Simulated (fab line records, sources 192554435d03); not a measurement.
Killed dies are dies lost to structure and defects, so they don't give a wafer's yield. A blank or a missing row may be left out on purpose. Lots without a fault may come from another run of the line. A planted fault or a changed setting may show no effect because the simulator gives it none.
Split-lot experiment | flow n5_finfet | 7 lots, 39 wafers read, on a route of 1938 steps

THE SPLIT
At N5_PASSIVATION_PECVD_55 (deposits SiO2 from SiH4/N2O, target thk 400 nm, time 22.5 s), the setting time_s was moved away from the recipe's 22.5 s on 15 of the 39 wafers read, by -19.7% to +58.8%. The other wafers ran this setting at the recipe's value.

FROM THE SPLIT TO THE READING: what the file shows between them, 6 steps
- N5_PASSIVATION_PECVD_01: deposits SiNx from SiH4/NH3/N2, target thk 200 nm, time 43.2 s
- N5_PASSIVATION_HMDS_03: time 60 s
- N5_PASSIVATION_DESCUM_12: chemistry O2, time 7.9 s
- N5_PASSIVATION_PASS_ETCH_74: etches SiNx in CF4/O2, target depth 220 nm, time 110 s
- N5_PASSIVATION_VIA_ETCH_13: etches SiO2 in CHF3/O2, target depth 660 nm, time 330 s
- N5_PASSIVATION_STRIP_14: strips in O2

THE READING
TV_OPEN.cd_offset_nm (the simulator's own value, which no gauge read), in nm, at N5_PASSIVATION_ETCH_15 (etches SiCN in CF4/N2, target depth 75 nm, time 81.2 s). The file gives no usual value for it. The 24 wafers here that ran the recipe average 2.1 nm, standard deviation 0.56 nm.

wafer  | tool, chamber at the split | time_s as run, s | against the recipe | TV_OPEN.cd_offset_nm, nm | against lot-mates on the recipe
L074.2 | pecvd-01, 1                | 22.5             | recipe             | 1.4                      | -
L074.4 | pecvd-01, 2                | 22.5             | recipe             | 2.4                      | -
L074.6 | pecvd-01, 0                | 22.5             | recipe             | 1.8                      | -
L077.1 | pecvd-04, 2                | 18.06            | -19.7%             | 2.8                      | +0.1
L077.2 | pecvd-04, 1                | 22.5             | recipe             | 3.2                      | -
L077.3 | pecvd-04, 0                | 22.5             | recipe             | 2.2                      | -
L077.4 | pecvd-04, 1                | 18.06            | -19.7%             | 3                        | +0.3
L077.5 | pecvd-04, 0                | 18.06            | -19.7%             | 3                        | +0.3
L077.6 | pecvd-04, 2                | 22.5             | recipe             | 2.6                      | -
L081.1 | pecvd-01, 1                | 22.5             | recipe             | 1.4                      | -
L081.2 | pecvd-01, 0                | 32.55            | +44.7%             | -0.6                     | -2.3
L081.3 | pecvd-01, 2                | 22.5             | recipe             | 2.4                      | -
L081.4 | pecvd-01, 1                | 32.55            | +44.7%             | 0.8                      | -0.9
L081.5 | pecvd-01, 2                | 22.5             | recipe             | 1.2                      | -
L081.6 | pecvd-01, 0                | 32.55            | +44.7%             | -0.2                     | -1.9
L085.1 | pecvd-04, 0                | 22.5             | recipe             | 2.4                      | -
L085.5 | pecvd-04, 2                | 22.5             | recipe             | 2.4                      | -
L085.2 | pecvd-04, 1                | 28.5             | +26.7%             | 1.6                      | -1.1
L085.3 | pecvd-04, 2                | 28.5             | +26.7%             | 0.4                      | -2.3
L085.4 | pecvd-04, 0                | 28.5             | +26.7%             | 0.8                      | -1.9
L085.6 | pecvd-04, 1                | 22.5             | recipe             | 3.2                      | -
L089.1 | pecvd-01, 2                | 22.5             | recipe             | 2                        | -
L089.2 | pecvd-01, 0                | 35.72            | +58.8%             | -0.8                     | -2.8
L089.6 | pecvd-01, 1                | 35.72            | +58.8%             | -0.8                     | -2.8
L089.3 | pecvd-01, 1                | 22.5             | recipe             | 2.2                      | -
L089.4 | pecvd-01, 2                | 22.5             | recipe             | 1.8                      | -
L089.5 | pecvd-01, 0                | 35.72            | +58.8%             | -0.2                     | -2.2
L093.1 | pecvd-01, 1                | 22.5             | recipe             | 1.8                      | -
L093.5 | pecvd-01, 0                | 22.5             | recipe             | 1.8                      | -
L093.2 | pecvd-01, 0                | 22.5             | recipe             | 2.4                      | -
L093.3 | pecvd-01, 2                | 22.5             | recipe             | 2.4                      | -
L093.4 | pecvd-01, 2                | 22.5             | recipe             | 2.2                      | -
L093.6 | pecvd-01, 1                | 22.5             | recipe             | 2.6                      | -
L096.1 | pecvd-01, 1                | 32.59            | +44.8%             | -0.6                     | -1.9
L096.2 | pecvd-01, 2                | 22.5             | recipe             | 1.4                      | -
L096.5 | pecvd-01, 1                | 22.5             | recipe             | 1.4                      | -
L096.3 | pecvd-01, 0                | 32.59            | +44.8%             | -0.4                     | -1.7
L096.4 | pecvd-01, 0                | 22.5             | recipe             | 1.2                      | -
L096.6 | pecvd-01, 2                | 32.59            | +44.8%             | -0.8                     | -2.1

THE FIT
A straight line over all 39 wafers: TV_OPEN.cd_offset_nm changes by -0.0485 nm for each +1% of time_s; r = -0.90; the points scatter about the line by 0.53 nm.
The same after taking each lot's own level away (the mean of its wafers on the recipe; 39 wafers): -0.0408 nm for each +1%; r = -0.91; scatter 0.44 nm.
On that fit, the largest move of time_s shifts the reading by 2.4 nm.
The lots' own levels span 1.33 to 2.67 nm, that is 2.4 times the standard deviation above.
So the lot-to-lot level changes the slope: the two fits differ.
Check: with one of the wafers moved furthest among these (+58.8%) left out of the fit, the line predicts -2.46 nm for it against its lot-mates. It came out at -2.8 nm against them.

OTHER SPLITS ON THESE WAFERS
These wafers also went through other splits before the reading. Each is held against what the fit with the lots' levels taken away leaves over:
other split on the same wafers     | wafers away from the commonest value | r with TV_OPEN.cd_offset_nm (lot level and that fit taken away)
N5_BEOL_M8_ILD_DEP_00 target_thk_a | 15                                   | +0.20
N5_BEOL_M10_ILD_DEP_00 time_s      | 12                                   | +0.10
N5_BEOL_M11_ETCH_66 time_s         | 12                                   | +0.11
N5_BEOL_M14_DEP_53 time_s          | 12                                   | +0.20

THE WHOLE CHAIN: every reading that the file lists as answering this split, in the file's order
step                       | what it does                                                | reading                                                                              | change (the file's fit)                | r (the file's)
N5_PASSIVATION_PECVD_55    | deposits SiO2 from SiH4/N2O, target thk 400 nm, time 22.5 s | SiO2_of_PASSIVATION_PECVD_55.thk_nm (the simulator's own value, which no gauge read) | +3.98 nm for each +1% of the setting   | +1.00
N5_PASSIVATION_VIA_ETCH_13 | etches SiO2 in CHF3/O2, target depth 660 nm, time 330 s     | etch_rf_on_time_s                                                                    | withheld for each +1% of the setting   | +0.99
N5_PASSIVATION_VIA_ETCH_13 | etches SiO2 in CHF3/O2, target depth 660 nm, time 330 s     | TV_OPEN.cd_offset_nm (the simulator's own value, which no gauge read)                | -0.0411 nm for each +1% of the setting | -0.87
N5_PASSIVATION_ETCH_15     | etches SiCN in CF4/N2, target depth 75 nm, time 81.2 s      | TV_OPEN.cd_offset_nm (the simulator's own value, which no gauge read)                | -0.0427 nm for each +1% of the setting | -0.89

THE FILE'S OWN FIT
TV_OPEN.cd_offset_nm changes by -0.0427 nm for each +1% of time_s, r = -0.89.
